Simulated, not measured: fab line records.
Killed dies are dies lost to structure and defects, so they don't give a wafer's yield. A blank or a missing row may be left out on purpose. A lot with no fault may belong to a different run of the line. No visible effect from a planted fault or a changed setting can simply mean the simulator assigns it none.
Chamber matching / flow n5Finfet / N5_BEOL_M12_ETCH_38 on rieDiel-04: 4 sister chambers
The step etches SiCN in CF4/N2, target depth 68.7 nm, time 73.4 s. 4 wafers are shown with their chamber, then 6 later ones without.

## WAFERS PAIRED WITH THEIR CHAMBERS
wafer=L587.2; chamber=1; showerheadPlenumPTorr (Torr)=2.22
wafer=L587.4; chamber=3; showerheadPlenumPTorr (Torr)=2.26
wafer=L586.4; chamber=0; showerheadPlenumPTorr (Torr)=2.33
wafer=L586.5; chamber=2; showerheadPlenumPTorr (Torr)=2.25

## WAFERS MISSING THEIR CHAMBER
wafer=L595.4; showerheadPlenumPTorr (Torr)=2.24
wafer=L595.5; showerheadPlenumPTorr (Torr)=2.24
wafer=L595.6; showerheadPlenumPTorr (Torr)=2.21
wafer=L596.1; showerheadPlenumPTorr (Torr)=2.21
wafer=L596.3; showerheadPlenumPTorr (Torr)=2.32
wafer=L596.4; showerheadPlenumPTorr (Torr)=2.26

## CHAMBER TAKEN BY EACH
wafer=L595.4; from the rows above=can't be placed: 2 or 3 or 1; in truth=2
wafer=L595.5; from the rows above=can't be placed: 2 or 3 or 1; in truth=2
wafer=L595.6; from the rows above=1; in truth=1
wafer=L596.1; from the rows above=1; in truth=1
wafer=L596.3; from the rows above=0; in truth=0
wafer=L596.4; from the rows above=can't be placed: 3 or 2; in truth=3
3 of 6 placed correctly. From these rows, 3 cannot be placed; in 3 the true chamber is one of the candidates. Placed wrongly: 0.
How it was worked out, from the rows above alone: a wafer's distance from a chamber is the root of the sum, over the readings, of the square of ((its reading less the chamber's mean) divided by the reading's scatter). The wafer belongs to the nearest chamber; if the next one is less than 2 further off, it can't be placed. For every chamber, the mean is computed from those of its wafers that are shown. The scatter: with one shown wafer a chamber, the root of the mean of the squares of how far each hidden wafer lies from its nearest shown one.
